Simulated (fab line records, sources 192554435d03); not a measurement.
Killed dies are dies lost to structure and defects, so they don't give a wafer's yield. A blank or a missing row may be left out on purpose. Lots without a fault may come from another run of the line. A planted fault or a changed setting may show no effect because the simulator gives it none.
Split-lot experiment | flow n5_finfet | 7 lots, 21 wafers read, on a route of 1938 steps

THE SPLIT
At N5_BEOL_M1_HM_DEP_02 (deposits TiN, target thk 20 nm), the setting target_thk_a was moved away from the recipe's 200 angstrom on 8 of the 21 wafers read, by -9.3% to +8.9%. The other wafers ran this setting at the recipe's value.

FROM THE SPLIT TO THE READING: what the file shows between them, 5 steps
- N5_BEOL_M1_COAT_05: resist thk 30 nm (also split here: spin_rpm)
- N5_BEOL_M1_EBR_07
- N5_BEOL_M1_SOFTBAKE_06: time 60 s
- N5_BEOL_M1_STRIP_75: strips in N2/H2
- N5_BEOL_M1_STRIP_66: strips in CF4

THE READING
etch.depth_nm (the simulator's own value, which no gauge read), in nm, at N5_BEOL_M1_HM_OPEN_17 (chemistry Cl2/BCl3, target TiN, target depth 20 nm, overetch 6 nm). The file gives no usual value for it. The 13 wafers here that ran the recipe average 20.07 nm, standard deviation 0.28 nm.

wafer  | tool, chamber at the split | target_thk_a as run, angstrom | against the recipe | etch.depth_nm, nm | against lot-mates on the recipe
L075.2 | pvd_sputter-03, -          | 200                           | recipe             | 19.77             | -
L075.4 | pvd_sputter-03, -          | 210.1                         | +5.0%              | 21.22             | +1.45
L075.6 | pvd_sputter-03, -          | 210.1                         | +5.0%              | 20.86             | +1.09
L076.2 | pvd_sputter-03, -          | 200                           | recipe             | 19.69             | -
L076.4 | pvd_sputter-03, -          | 212.5                         | +6.2%              | 20.57             | +0.88
L076.6 | pvd_sputter-03, -          | 200                           | recipe             | 19.68             | -
L079.1 | pvd_sputter-02, -          | 181.5                         | -9.3%              | 18.1              | -1.65
L079.4 | pvd_sputter-02, -          | 181.5                         | -9.3%              | 18.08             | -1.67
L079.6 | pvd_sputter-02, -          | 200                           | recipe             | 19.75             | -
L083.2 | pvd_sputter-01, -          | 200                           | recipe             | 20.41             | -
L083.4 | pvd_sputter-01, -          | 217.7                         | +8.9%              | 22.36             | +1.92
L083.5 | pvd_sputter-01, -          | 200                           | recipe             | 20.47             | -
L087.1 | pvd_sputter-03, -          | 200                           | recipe             | 19.89             | -
L087.5 | pvd_sputter-03, -          | 186.8                         | -6.6%              | 18.46             | -1.43
L087.6 | pvd_sputter-03, -          | 186.8                         | -6.6%              | 18.51             | -1.38
L092.1 | pvd_sputter-02, -          | 200                           | recipe             | 20.2              | -
L092.5 | pvd_sputter-02, -          | 200                           | recipe             | 20.17             | -
L092.6 | pvd_sputter-02, -          | 200                           | recipe             | 20.09             | -
L096.2 | pvd_sputter-03, -          | 200                           | recipe             | 20.47             | -
L096.3 | pvd_sputter-03, -          | 200                           | recipe             | 20.16             | -
L096.4 | pvd_sputter-03, -          | 200                           | recipe             | 20.21             | -

THE FIT
A straight line over all 21 wafers: etch.depth_nm changes by +0.212 nm for each +1% of target_thk_a; r = +0.95; the points scatter about the line by 0.32 nm.
The same after taking each lot's own level away (the mean of its wafers on the recipe; 21 wafers): +0.199 nm for each +1%; r = +0.99; scatter 0.16 nm.
On that fit, the largest move of target_thk_a shifts the reading by 1.8 nm.
The lots' own levels span 19.685 to 20.440 nm, that is 2.7 times the standard deviation above.
So the lot-to-lot level changes the slope little: the two slopes agree.
Check: with one of the wafers moved furthest among these (-9.3%) left out of the fit, the line predicts -1.86 nm for it against its lot-mates. It came out at -1.65 nm against them.

OTHER SPLITS ON THESE WAFERS
These wafers also went through other splits before the reading. Each is held against what the fit with the lots' levels taken away leaves over:
other split on the same wafers              | wafers away from the commonest value | r with etch.depth_nm (lot level and that fit taken away)
N5_BEOL_M0_SAQP_SPACER2_ALD_26 target_thk_a | 6                                    | -0.48
N5_BEOL_M0_SAQP_COAT_87 temp_c              | 8                                    | +0.30
N5_BEOL_M1_COAT_05 spin_rpm                 | 5                                    | +0.23

THE WHOLE CHAIN: every reading that the file lists as answering this split, in the file's order
step                  | what it does                                                      | reading                                                                          | change (the file's fit)               | r (the file's)
N5_BEOL_M1_HM_DEP_02  | deposits TiN, target thk 20 nm                                    | TiN_of_BEOL_M1_HM_DEP_02.thk_nm (the simulator's own value, which no gauge read) | +0.2 nm for each +1% of the setting   | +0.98
N5_BEOL_M1_HM_OPEN_17 | chemistry Cl2/BCl3, target TiN, target depth 20 nm, overetch 6 nm | etch.depth_nm (the simulator's own value, which no gauge read)                   | +0.197 nm for each +1% of the setting | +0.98

THE FILE'S OWN FIT
etch.depth_nm changes by +0.197 nm for each +1% of target_thk_a, r = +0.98.
